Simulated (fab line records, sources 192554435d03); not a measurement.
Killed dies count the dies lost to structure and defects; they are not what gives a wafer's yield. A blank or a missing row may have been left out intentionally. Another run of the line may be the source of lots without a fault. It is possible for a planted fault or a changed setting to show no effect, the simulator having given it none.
Matching of chambers	flow n5-finfet	N5_DUMMY_GATE_HM_OPEN_21 on rie-diel-06: 4 sister chambers
The step chemistry CH3F/O2, target SiNx, target depth 120 nm, time 171.4 s. 4 wafers are shown with their chamber, then 10 later ones without.

WAFERS WITH THEIR CHAMBER
wafer	chamber	drypump-motor-current-A (A)
L087.2	2	5.2
L087.5	0	5.8
L088.3	3	5.5
L088.4	1	5.5

WAFERS MISSING THEIR CHAMBER
wafer	drypump-motor-current-A (A)
L088.6	5.2
L092.2	5.5
L092.4	5.5
L092.6	5.2
L093.1	5.2
L093.2	5.9
L093.5	5.5
L094.1	5.9
L094.2	5.2
L094.6	5.4

WHICH CHAMBER EACH WENT THROUGH
wafer	from the rows above	in truth
L088.6	2	2
L092.2	can't be placed: 1 or 3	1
L092.4	can't be placed: 1 or 3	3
L092.6	2	2
L093.1	2	2
L093.2	0	0
L093.5	can't be placed: 1 or 3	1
L094.1	0	0
L094.2	2	2
L094.6	can't be placed: 1 or 3 or 2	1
Placed correctly: 6 of 10. These rows do not allow placing 4 (true chamber among the candidates in 4). Wrongly placed: 0.
How it was worked out, from the rows above alone: a wafer's distance from a chamber is the root of the sum, over the readings, of the square of ((its reading less the chamber's mean) divided by the reading's scatter). If the next closest chamber is less than 2 further off than the closest, the wafer can't be placed; otherwise it belongs to the closest. The mean given for a chamber averages the wafers shown for that chamber. The scatter: with one shown wafer a chamber, the root of the mean of the squares of how far each hidden wafer lies from its nearest shown one.
